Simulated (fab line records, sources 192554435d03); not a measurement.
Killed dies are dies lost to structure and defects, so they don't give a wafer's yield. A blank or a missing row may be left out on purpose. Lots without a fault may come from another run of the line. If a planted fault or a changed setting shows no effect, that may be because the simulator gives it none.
One fault through the eyes of 2 desks    flow n5-finfet    each desk has only its own numbers; what lay behind them comes last

THE TOOL OWNER'S DESK: litho-track-05
The tool's own readings at N5_GATE_CUT_COAT_27 (time 60 s, resist thk 10 nm): means of the sampled wafers that have a number, for each lot that ran on this tool. If a lot's mean is further than 4 standard deviations from the usual mean, the lot is out of limits and carries the mark OUT (the distance appears in the brackets).
Columns: A = spin-speed-rpm at N5_GATE_CUT_COAT_27, usual 1499.9 rpm
lot   first seen here  A
L676  day 6 03:08      1464.3 (-40) OUT
L678  day 6 14:01      1464.1 (-41) OUT
L688  day 9 03:20      1500.9
L692  day 10 02:14     1500.3
This desk finds L676, L678 out of limits, L676 being first, at day 6 03:08 (spin-speed-rpm at N5_GATE_CUT_COAT_27). In limits: L688, L692.

METROLOGY DESK
Means of the sampled wafers that have a number, per lot and without regard to the tool the lot ran on: this is what the gauges read. If a lot's mean is further than 4 standard deviations from the usual mean, the lot is out of limits and carries the mark OUT (the distance appears in the brackets). Only the readings that lie furthest out on some lot appear, 7 of the 11 it has.
Columns: A = GATE_CUT_OVL at N5_GATE_CUT_OVL_MEAS_14, usual 0.1 nm; B = DIBL_N at N5_BEOL_M4_RC_MEAS_101, usual 36.4 mV/V; C = DIBL_P at N5_BEOL_M4_RC_MEAS_101, usual 36.6 mV/V; D = IOFF_N at N5_BEOL_M4_RC_MEAS_101, usual 0.155 nA/um; E = IOFF_P at N5_BEOL_M4_RC_MEAS_101, usual 0.211 nA/um; F = ION_N at N5_BEOL_M4_RC_MEAS_101, usual 671 uA/um; G = VT_P at N5_BEOL_M4_RC_MEAS_101, usual -250.1 mV
lot   first seen here  A     B     C     D      E      F    G
L672  day 5 04:43      0.7   36.7  37.6  0.157  0.249  670  -246.8
L676  day 6 03:28      -0.9  35.5  35.0  0.135  0.192  666  -252.8
L678  day 6 14:27      -1.3  35.9  36.6  0.160  0.212  673  -250.8
L685  day 8 08:14      0.5   37.1  37.1  0.160  0.225  678  -250.1
L686  day 8 19:35      0.3   37.7  37.6  0.159  0.246  668  -248.8
L688  day 9 03:46      -0.3  35.6  37.7  0.164  0.219  672  -248.7
L689  day 9 06:33      0.9   37.4  37.9  0.172  0.216  676  -249.6
L691  day 9 17:02      0.6   39.1  40.7  0.204  0.262  687  -247.6
L692  day 10 02:42     0.8   33.9  34.7  0.141  0.188  675  -250.1
L693  day 10 06:11     0.5   37.5  37.6  0.163  0.175  680  -256.7
Result from this desk: across the 10 lots, nothing is out of limits.

BROUGHT TOGETHER
On L676, L678, at day 6 03:08, an alarm was possible from the tool owner's desk.
Nothing out of limits was seen by the metrology desk.
The metrology desk has L676, L678 on record, within its limits.
All the named lots went through N5_GATE_CUT_COAT_27 on litho-track-05.

WHAT THE SIMULATOR HAD PUT IN
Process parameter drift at N5_GATE_CUT_COAT_27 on litho-track-05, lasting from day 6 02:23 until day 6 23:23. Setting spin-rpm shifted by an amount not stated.
Lots struck among those shown: L676, L678.
Delay in hours, fault start to first out-of-limits reading, by desk: the tool owner's desk at 1.
